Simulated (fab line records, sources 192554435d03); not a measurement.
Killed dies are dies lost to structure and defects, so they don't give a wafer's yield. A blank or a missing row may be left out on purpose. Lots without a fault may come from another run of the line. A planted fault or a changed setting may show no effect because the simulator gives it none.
Split-lot experiment | flow n5_finfet | 7 lots, 21 wafers read, on a route of 1938 steps

THE SPLIT
At N5_BEOL_M14_PEB_26 (peb time 90 s), the setting peb_temp_c was moved away from the recipe's 130 C on 8 of the 21 wafers read, by -2.8% to +2.8%. The other wafers ran this setting at the recipe's value.

FROM THE SPLIT TO THE READING: what the file shows between them, 2 steps
- N5_BEOL_M14_DEVELOP_27: develop time 45 s
- N5_BEOL_M14_HARDBAKE_32: time 120 s

THE READING
cd_nm, in nm, at N5_BEOL_M14_CD_MEAS_28 (target cd 284.4 nm). Fault-free wafers of this fab line usually give 283.4 nm, standard deviation 2.2 nm.

wafer  | tool, chamber at the split | peb_temp_c as run, C | against the recipe | cd_nm, nm | against lot-mates on the recipe
L075.2 | litho_track-03, 0          | 133.1                | +2.4%              | 297.4     | +14.3
L075.4 | litho_track-03, 0          | 130                  | recipe             | 283.1     | -
L075.5 | litho_track-03, 0          | 133.1                | +2.4%              | 296.9     | +13.8
L078.1 | litho_track-03, 0          | 130                  | recipe             | 287.1     | -
L078.3 | litho_track-03, 0          | 130                  | recipe             | 280.3     | -
L078.5 | litho_track-03, 0          | 131.2                | +0.9%              | 291.8     | +8.1
L081.2 | litho_track-01, 0          | 133.4                | +2.6%              | 297.6     | +14.4
L081.5 | litho_track-01, 0          | 133.4                | +2.6%              | 298.8     | +15.6
L081.6 | litho_track-01, 0          | 130                  | recipe             | 283.2     | -
L077.4 | litho_track-03, 0          | 130                  | recipe             | 280.6     | -
L077.5 | litho_track-03, 0          | 130                  | recipe             | 281.2     | -
L077.6 | litho_track-03, 0          | 130                  | recipe             | 284.9     | -
L082.1 | litho_track-01, 0          | 130                  | recipe             | 287.3     | -
L082.4 | litho_track-01, 0          | 133.6                | +2.8%              | 294.9     | +7.6
L082.5 | litho_track-01, 0          | 133.6                | +2.8%              | 297.5     | +10.2
L084.2 | litho_track-01, 0          | 130                  | recipe             | 283.0     | -
L084.3 | litho_track-01, 0          | 130                  | recipe             | 287.4     | -
L084.6 | litho_track-01, 0          | 130                  | recipe             | 280.4     | -
L086.1 | litho_track-02, 0          | 130                  | recipe             | 288.6     | -
L086.2 | litho_track-02, 0          | 130                  | recipe             | 282.6     | -
L086.3 | litho_track-02, 0          | 126.4                | -2.8%              | 264.1     | -21.5

THE FIT
A straight line over all 21 wafers: cd_nm changes by +5.62 nm for each +1% of peb_temp_c; r = +0.95; the points scatter about the line by 2.8 nm.
The same after taking each lot's own level away (the mean of its wafers on the recipe; 21 wafers): +5.53 nm for each +1%; r = +0.93; scatter 3.3 nm.
On that fit, the largest move of peb_temp_c shifts the reading by 15 nm.
The lots' own levels span 282.23 to 287.30 nm, that is 2.3 times the standard deviation above.
So the lot-to-lot level changes the slope little: the two slopes agree.
Check: with one of the wafers moved furthest among these (+2.8%) left out of the fit, the line predicts +16 nm for it against its lot-mates. It came out at +7.6 nm against them.

OTHER SPLITS ON THESE WAFERS
These wafers also went through other splits before the reading. Each is held against what the fit with the lots' levels taken away leaves over:
other split on the same wafers | wafers away from the commonest value | r with cd_nm (lot level and that fit taken away)
N5_BEOL_M13_COAT_04 spin_rpm   | 7                                    | -0.12
N5_BEOL_M13_COAT_22 spin_rpm   | 4                                    | +0.07
N5_BEOL_M13_ETCH_68 time_s     | 9                                    | +0.38

THE WHOLE CHAIN: every reading that the file lists as answering this split, in the file's order
step                   | what it does                                           | reading                                                         | change (the file's fit)              | r (the file's)
N5_BEOL_M14_CD_MEAS_28 | target cd 284.4 nm                                     | cd_nm                                                           | +5.72 nm for each +1% of the setting | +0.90
N5_BEOL_M14_DESCUM_33  | chemistry O2, time 7.9 s                               | BEOL_M14.cd_nm (the simulator's own value, which no gauge read) | +5.79 nm for each +1% of the setting | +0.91
N5_BEOL_M14_ETCH_67    | etches SiARC in CF4, target depth 143 nm, time 238.3 s | BEOL_M14.cd_nm (the simulator's own value, which no gauge read) | +5.7 nm for each +1% of the setting  | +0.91
N5_BEOL_M14_ETCH_68    | etches SOC in N2/H2, time 450 s                        | BEOL_M14.cd_nm (the simulator's own value, which no gauge read) | +6.79 nm for each +1% of the setting | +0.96

THE FILE'S OWN FIT
cd_nm changes by +5.72 nm for each +1% of peb_temp_c, r = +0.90.
